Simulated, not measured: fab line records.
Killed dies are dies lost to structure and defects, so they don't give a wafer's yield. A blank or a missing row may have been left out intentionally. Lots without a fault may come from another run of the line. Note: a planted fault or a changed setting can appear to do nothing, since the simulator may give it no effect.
One fault through the eyes of 2 desks + flow n5 finfet + numbers are kept per desk, each desk with only its own; the story behind them comes last

== THE METROLOGY DESK ==
What the gauges read, lot by lot, whatever tool the lot ran on: means of the sampled wafers that have a number. The brackets show how far a lot's mean lies from the usual mean; more than 4 standard deviations puts the lot out of limits, marked OUT. It has 13 readings, of which 7 appear: the earliest out of limits, and the ones furthest out on some lot.
Columns: A = IOFF_P at N5_BEOL_M4_RC_MEAS_101, usual 0.21 nA/um; B = ION_N at N5_BEOL_M4_RC_MEAS_101, usual 673 uA/um; C = VT_N at N5_BEOL_M4_RC_MEAS_101, usual 250 mV; D = VT_P at N5_BEOL_M4_RC_MEAS_101, usual -250 mV; E = trench depth nm at N5_BEOL_M8_OCD_MEAS_38, usual 92.8 nm; F = M8_THK at N5_BEOL_M8_THK_MEAS_53, usual 79.1 nm; G = M8_RS at N5_BEOL_M8_RS_MEAS_57, usual 0.290 ohm/sq
| lot  | first seen here | A    | B   | C   | D    | E               | F              | G                |
|------|-----------------|------|-----|-----|------|-----------------|----------------|------------------|
| L494 | day 8 01:25     | 0.23 | 682 | 248 | -248 | 92.7            | 77.9           | 0.296            |
| L496 | day 8 23:57     | 0.29 | 683 | 249 | -242 | 92.1            | 77.8           | 0.291            |
| L498 | day 9 06:08     | 0.24 | 691 | 245 | -244 | 91.6            | 79.2           | 0.293            |
| L505 | day 11 05:25    | 0.21 | 672 | 249 | -251 | 112.6 (+14) OUT | 99.0 (+11) OUT | 0.247 (-5.6) OUT |
| L513 | day 13 01:37    | 0.20 | 670 | 252 | -251 | 94.5            | 82.2           | 0.280            |
| L515 | day 13 14:24    | 0.22 | 671 | 250 | -250 | 93.8            | 79.2           | 0.289            |
| L516 | day 13 14:36    | 0.18 | 672 | 252 | -253 | 93.6            | 80.1           | 0.285            |
| L517 | day 13 18:08    | 0.19 | 669 | 250 | -252 | 92.9            | 78.9           | 0.292            |
This desk finds L505 out of limits, L505 being first, at day 12 20:28 (trench depth nm at N5_BEOL_M8_OCD_MEAS_38). Within limits: L494, L496, L498, L513, L515, L516, L517.

== TOOL OWNER'S DESK, rie diel-06 ==
The tool's own readings at N5_BEOL_M8_TRENCH_ETCH_37 (etches SiCOH lowk in C4F6/O2, target depth 93.478 nm, time 31.2 s): means of the sampled wafers that have a number, for each lot that ran on this tool. The brackets show how far a lot's mean lies from the usual mean; more than 4 standard deviations puts the lot out of limits, marked OUT. It has 8 readings, of which 7 appear: the earliest out of limits, and the ones furthest out on some lot.
Columns: A = drypump motor current A at N5_BEOL_M8_TRENCH_ETCH_37, usual 5.7 A; B = oes_f_703_au at N5_BEOL_M8_TRENCH_ETCH_37, usual 0.78 a.u.; C = oes_o_777_au at N5_BEOL_M8_TRENCH_ETCH_37, usual 0.79 a.u.; D = oes product au at N5_BEOL_M8_TRENCH_ETCH_37, usual 0.79 a.u.; E = rf vpp V at N5_BEOL_M8_TRENCH_ETCH_37, usual 672 V; F = run length s at N5_BEOL_M8_TRENCH_ETCH_37, usual 54.6 s; G = showerhead plenum p Torr at N5_BEOL_M8_TRENCH_ETCH_37, usual 2.86 Torr
| lot  | first seen here | A   | B    | C    | D    | E   | F              | G    |
|------|-----------------|-----|------|------|------|-----|----------------|------|
| L494 | day 9 07:26     | 5.3 | 0.77 | 0.78 | 0.76 | 667 | 54.9           | 2.81 |
| L498 | day 10 13:00    | 6.1 | 0.69 | 0.71 | 0.71 | 671 | 54.9           | 2.90 |
| L505 | day 12 20:19    | 5.6 | 0.81 | 0.84 | 0.82 | 671 | 61.4 (+14) OUT | 2.84 |
This desk finds L505 out of limits, L505 being first, at day 12 20:19 (run length s at N5_BEOL_M8_TRENCH_ETCH_37). Within limits: L494, L498.

== PUT TOGETHER ==
On L505, at day 12 20:19, an alarm was possible from the tool owner's desk.
L505 would have let the metrology desk raise an alarm at day 12 20:28.
All the named lots went through N5_BEOL_M8_TRENCH_ETCH_37 on rie diel-06.

== WHAT THE SIMULATOR PUT IN ==
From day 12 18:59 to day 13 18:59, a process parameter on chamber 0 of rie diel-06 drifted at N5_BEOL_M8_TRENCH_ETCH_37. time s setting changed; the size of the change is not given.
Struck lots among those shown: L505.
Hours from the fault's start to each desk's first reading out of limits: the tool owner's desk, 1; the metrology desk, 1.
